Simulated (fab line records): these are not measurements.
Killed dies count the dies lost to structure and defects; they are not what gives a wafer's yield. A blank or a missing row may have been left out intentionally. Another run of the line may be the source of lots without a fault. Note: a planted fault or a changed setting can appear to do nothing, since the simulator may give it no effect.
Tool commonality check ; flow nandHarc ; 36 wafers sampled across 12 lots

REASON IT WAS OPENED
On 1 of the 12 lots, a flag is raised at NHARC_P_CONTACT_CD_MEAS_12 on the reading cdNm. Wafers without a fault read 89.7 nm, standard deviation 0.69.
Rule: a lot gets a flag if all its wafers with a number sit over 4 standard deviations from that mean, or if no wafer of it has a number. The other lots count as sound.

lot;measured;on;cdNm (nm), wafer by wafer;flag
L566;day 5 20:10;cdSem-02;89.9 89.3 88.7;
L567;day 6 08:35;cdSem-02;89.0 90.6 89.2;
L569;day 7 07:53;cdSem-01;90.0 88.9 90.8;
L570;day 7 10:47;cdSem-02;88.2 89.4 89.3;
L571;day 7 20:04;cdSem-03;89.9 90.9 90.4;
L572;day 8 12:05;cdSem-01;88.6 88.7 88.9;
L573;day 9 04:07;cdSem-02;90.3 90.3 90.0;
L574;day 9 04:32;cdSem-01;90.1 88.6 89.1;
L576;day 9 22:34;cdSem-01;89.5 89.9 89.7;
L578;day 10 20:13;cdSem-02;100.1 100.9 99.4;FLAGGED
L588;day 15 02:11;cdSem-01;88.6 89.1 89.5;
L589;day 15 13:45;cdSem-01;89.2 89.0 89.7;
The mean of the flagged lots' numbers is 100.1 nm, +10.4 nm from the usual (+15 standard deviations).

TOOL THAT RAN EACH LOT
Before the reading, the record contains 4 process steps out of a 1302-step route. In each cell: the tool, then ch and the chambers that the sampled wafers went through, then the start.
lot;flag;NHARC_P_GATE_DESCUM_61;NHARC_P_GATE_RTA_80;NHARC_P_CONTACT_CMP_01;NHARC_P_CONTACT_EXPOSE_09
L566;;rieDiel-11 ch 0,3, day 5 13:55;rtpAnneal-02 ch 0, day 5 17:57;cmp-04 ch 0,1,3, day 5 19:22;arfiScanner-03 ch 0, day 5 20:01
L567;;rieDiel-04 ch 0,3, day 6 02:28;rtpAnneal-02 ch 0, day 6 06:19;cmp-03 ch 0,2,3, day 6 07:45;arfiScanner-01 ch 0, day 6 08:26
L569;;rieDiel-04 ch 0,2, day 7 01:23;rtpAnneal-01 ch 0, day 7 05:25;cmp-01 ch 1,2,3, day 7 07:07;arfiScanner-02 ch 0, day 7 07:45
L570;;rieDiel-01 ch 1,3, day 7 04:29;rtpAnneal-01 ch 0, day 7 08:24;cmp-04 ch 0,1, day 7 09:59;arfiScanner-03 ch 0, day 7 10:39
L571;;rieDiel-04 ch 0,2, day 7 13:50;rtpAnneal-01 ch 0, day 7 17:50;cmp-01 ch 0,1,3, day 7 19:16;arfiScanner-01 ch 0, day 7 19:56
L572;;rieDiel-04 ch 0,3, day 8 05:47;rtpAnneal-01 ch 0, day 8 09:53;cmp-03 ch 2,3, day 8 11:17;arfiScanner-03 ch 0, day 8 11:58
L573;;rieDiel-01 ch 0,2,3, day 8 21:53;rtpAnneal-01 ch 0, day 9 01:50;cmp-03 ch 0,2,3, day 9 03:17;arfiScanner-02 ch 0, day 9 03:58
L574;;rieDiel-04 ch 0,1, day 8 22:19;rtpAnneal-01 ch 0, day 9 02:20;cmp-03 ch 0,1, day 9 03:43;arfiScanner-01 ch 0, day 9 04:24
L576;;rieDiel-11 ch 2,3, day 9 16:19;rtpAnneal-02 ch 0, day 9 20:20;cmp-04 ch 0,3, day 9 21:45;arfiScanner-03 ch 0, day 9 22:25
L578;FLAGGED;rieDiel-04 ch 1,2, day 10 13:53;rtpAnneal-01 ch 0, day 10 17:43;cmp-04 ch 0,2,3, day 10 19:27;arfiScanner-03 ch 0, day 10 20:05
L588;;rieDiel-04 ch 0,2,3, day 14 19:58;rtpAnneal-01 ch 0, day 15 00:01;cmp-01 ch 0,1,2, day 15 01:29;arfiScanner-03 ch 0, day 15 02:02
L589;;rieDiel-04 ch 0,2, day 15 05:29;rtpAnneal-01 ch 0, day 15 11:29;cmp-01 ch 1,3, day 15 12:55;arfiScanner-02 ch 0, day 15 13:37
What these steps do:
- NHARC_P_GATE_DESCUM_61: chemistry O2, time 3 s.
- NHARC_P_GATE_RTA_80: time 30 s.
- NHARC_P_CONTACT_CMP_01: polishes SiO2, target thk 200 nm.
- NHARC_P_CONTACT_EXPOSE_09: exposes mask P CA, target cd 90 nm.
- NHARC_P_CONTACT_CD_MEAS_12: target cd 90 nm.

FLAGGED OVER TOTAL, TOOL BY TOOL (the gauges that took the reading come last)
step;tool;lots run;flagged;share of the flagged lots;sound lots run after its first flagged lot
NHARC_P_GATE_DESCUM_61;rieDiel-01;2;0;none;-
NHARC_P_GATE_DESCUM_61;rieDiel-04;8;1;all;2 (L588,L589)
NHARC_P_GATE_DESCUM_61;rieDiel-11;2;0;none;-
NHARC_P_GATE_RTA_80;rtpAnneal-01;9;1;all;2 (L588,L589)
NHARC_P_GATE_RTA_80;rtpAnneal-02;3;0;none;-
NHARC_P_CONTACT_CMP_01;cmp-01;4;0;none;-
NHARC_P_CONTACT_CMP_01;cmp-03;4;0;none;-
NHARC_P_CONTACT_CMP_01;cmp-04;4;1;all;0
NHARC_P_CONTACT_EXPOSE_09;arfiScanner-01;3;0;none;-
NHARC_P_CONTACT_EXPOSE_09;arfiScanner-02;3;0;none;-
NHARC_P_CONTACT_EXPOSE_09;arfiScanner-03;6;1;all;1 (L588)
NHARC_P_CONTACT_CD_MEAS_12;cdSem-01;6;0;none;-
NHARC_P_CONTACT_CD_MEAS_12;cdSem-02;5;1;all;0
NHARC_P_CONTACT_CD_MEAS_12;cdSem-03;1;0;none;-

WHAT THE TABLE PERMITS
5 rows of the table ran every flagged lot: rieDiel-04 at NHARC_P_GATE_DESCUM_61, rtpAnneal-01 at NHARC_P_GATE_RTA_80, cmp-04 at NHARC_P_CONTACT_CMP_01, arfiScanner-03 at NHARC_P_CONTACT_EXPOSE_09, cdSem-02 at NHARC_P_CONTACT_CD_MEAS_12.
- rieDiel-04 at NHARC_P_GATE_DESCUM_61: 1 of its 8 lots flagged. Sound lots followed the first flagged one (L588, L589) on it, something a lasting fault affecting the whole tool could not allow.
- rtpAnneal-01 at NHARC_P_GATE_RTA_80: 1 of its 9 lots flagged. Sound lots followed the first flagged one (L588, L589) on it, something a lasting fault affecting the whole tool could not allow.
- cmp-04 at NHARC_P_CONTACT_CMP_01: 1 of its 4 lots flagged. Its last sound lot is L576 (day 9 21:45), its first flagged lot L578 (day 10 19:27): a fault that began between those two fits.
- arfiScanner-03 at NHARC_P_CONTACT_EXPOSE_09: 1 of its 6 lots flagged. Sound lots followed the first flagged one (L588) on it, something a lasting fault affecting the whole tool could not allow.
- cdSem-02 at NHARC_P_CONTACT_CD_MEAS_12: 1 of its 5 lots flagged. Its last sound lot is L573 (day 9 04:07), its first flagged lot L578 (day 10 20:13): a fault that began between those two fits.
A lot count leaves these 2 tools indistinguishable: every one of them fits a fault beginning at some hour. More lots, or a look at what each step does to the wafer, might.

WHAT HAD BEEN PUT IN BY THE SIMULATOR
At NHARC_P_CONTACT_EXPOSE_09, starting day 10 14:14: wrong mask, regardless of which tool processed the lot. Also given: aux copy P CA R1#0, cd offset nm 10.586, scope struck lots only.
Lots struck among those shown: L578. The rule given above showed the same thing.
